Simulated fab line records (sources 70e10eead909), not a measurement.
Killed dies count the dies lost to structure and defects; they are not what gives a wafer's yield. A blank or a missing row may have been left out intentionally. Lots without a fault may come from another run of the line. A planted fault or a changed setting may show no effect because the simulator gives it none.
Problem report in the 8D (eight disciplines) form, filled by code / flow nandHarc / the parts of the form that need people (team, actions taken, sign-off) are left out

## 1. WHAT IS WRONG
NHARC_A_STAIRCASE_DEP_280, rfFwdPowerW: mean 207.2 W over 1 wafer from 1 lot; wafers with no fault: 348.6 W, standard deviation 1.1. That is -99 or more standard deviations from the usual mean.
The step: deposits SiON, target thk 30 nm.
First observed at day 20 20:35: wafer L880.3, on pecvd-02. The record has a number at this step for 33 wafers belonging to 11 lots. Rule for "out" (also "out of limits"): further than 4 standard deviations from the usual mean. Any other wafer with a number is counted as sound.

## 2. WHAT IT IS, WHAT IT ISN'T
question=which readings at this step | is=rfFwdPowerW, showerheadVppV | is not=heaterPowerW
question=which lots | is=L880 | is not=L872, L873, L875, L884, L885, L886, L889, L890, L891, L893
question=which wafers of those lots | is=L880.3 | is not=L880.1, L880.6
question=read on which tools | is=pecvd-02 | is not=pecvd-01, pecvd-04
question=when | is=from day 20 20:35 | is not=up to then (11 sound wafers); but 21 sound wafers of L884, L885, L886, L889, L890, L891, L893 came after

## 3. SUSPECTS, AND WHAT RULES EACH OUT
Counting: a tool at a process step up to the reading stays a suspect if it ran every lot that is out. Sound lots after the first of them don't rule it out here, since some wafers of a struck lot are sound.
- rieDiel-02 at NHARC_A_STAIRCASE_HM_OPEN_457 (chemistry O2/COS): kept. It ran the lot that is out, L880 (day 20 20:35). With no start given for some of its lots, NHARC_A_STAIRCASE_HM_OPEN_457 uses the hours and lot order of NHARC_A_STAIRCASE_DEP_280.
- rieDiel-02 at NHARC_A_STAIRCASE_ETCH_451 (etches the open film in CF4/O2, target depth 30 nm, overetch 3 nm, time 16.5 s): kept. It ran the lot that is out, L880 (day 20 20:35). With no start given for some of its lots, NHARC_A_STAIRCASE_ETCH_451 uses the hours and lot order of NHARC_A_STAIRCASE_DEP_280.
- pecvd-02 at NHARC_A_STAIRCASE_DEP_280 (deposits SiON, target thk 30 nm): kept. It ran the lot that is out, L880 (day 20 20:35); its last sound lot up to then is L872 (day 17 14:38). Its own rfFwdPowerW, showerheadVppV readings are out on those wafers.
- At NHARC_A_STAIRCASE_HM_OPEN_457, inside rieDiel-02: chamber 3 took the wafers that are out, while their sound lot-mates went through chambers 0, 2.
- Within pecvd-02 at NHARC_A_STAIRCASE_DEP_280: the wafers that are out ran in chamber 0; their sound lot-mates ran in chamber 1.
Still standing after the count: rieDiel-02 at NHARC_A_STAIRCASE_HM_OPEN_457, rieDiel-02 at NHARC_A_STAIRCASE_ETCH_451, pecvd-02 at NHARC_A_STAIRCASE_DEP_280.

## 4. THE CAUSE (what the simulator had put in)
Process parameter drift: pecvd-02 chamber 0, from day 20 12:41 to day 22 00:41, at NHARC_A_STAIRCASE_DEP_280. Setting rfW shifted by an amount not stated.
Counting leaves 3 suspects; this tool is one of them.

## 5. SEQUENCE OF EFFECTS, ordered by route
Rows list readings where the struck wafers' mean (over those with a number) sits beyond 3 standard deviations from the usual. Scope: only readings with a usual standard deviation given in the record; hours: median across lots of the time from each lot's start at the first step in this table that gives one to its start at this step; sigmas: change in usual standard deviations.
hours=0; step=NHARC_A_STAIRCASE_DEP_280; reading=rfFwdPowerW; usual=348.6 W; on struck wafers=207.2; change=-141.4; sigmas=-99 or more
hours=0; step=NHARC_A_STAIRCASE_DEP_280; reading=showerheadVppV; usual=1172 V; on struck wafers=896; change=-276; sigmas=-4.1
Its process steps:
- NHARC_A_STAIRCASE_DEP_280: deposits SiON, target thk 30 nm.

## 6. WHAT WOULD HAVE CAUGHT IT SOONER
In this record no reading fell out of limits until day 20 20:35, 8 hours after the fault had begun at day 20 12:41.
